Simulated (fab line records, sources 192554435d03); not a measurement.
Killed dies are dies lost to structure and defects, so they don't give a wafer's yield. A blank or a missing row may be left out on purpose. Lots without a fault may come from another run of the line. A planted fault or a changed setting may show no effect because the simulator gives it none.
Chamber matching | flow n5_finfet | N5_BEOL_M4_DESCUM_33 on rie_diel-05: 3 sister chambers
The step chemistry O2, time 7 s. 3 wafers are shown with their chamber, then 8 later ones without.

WAFERS WITH THEIR CHAMBER
wafer  | chamber | showerhead_plenum_p_Torr (Torr)
L086.2 | 0       | 2.21
L087.2 | 3       | 2.06
L087.5 | 2       | 2.14

WAFERS WITHOUT THEIR CHAMBER
wafer  | showerhead_plenum_p_Torr (Torr)
L093.1 | 2.05
L093.6 | 2.20
L095.4 | 2.20
L095.5 | 2.05
L095.6 | 2.20
L097.4 | 2.14
L097.5 | 2.14
L097.6 | 2.05

WHICH CHAMBER EACH WENT THROUGH
wafer  | from the rows above | in truth
L093.1 | 3                   | 3
L093.6 | 0                   | 0
L095.4 | 0                   | 0
L095.5 | 3                   | 3
L095.6 | 0                   | 0
L097.4 | 2                   | 2
L097.5 | 2                   | 2
L097.6 | 3                   | 3
Placed correctly: 8 of 8. Can't be placed from these rows: 0. Placed wrongly: 0.
How it was worked out, from the rows above alone: a wafer's distance from a chamber is the root of the sum, over the readings, of the square of ((its reading less the chamber's mean) divided by the reading's scatter). The wafer belongs to the nearest chamber; if the next one is less than 2 further off, it can't be placed. A chamber's mean is the mean of its shown wafers. The scatter: with one shown wafer a chamber, the root of the mean of the squares of how far each hidden wafer lies from its nearest shown one.
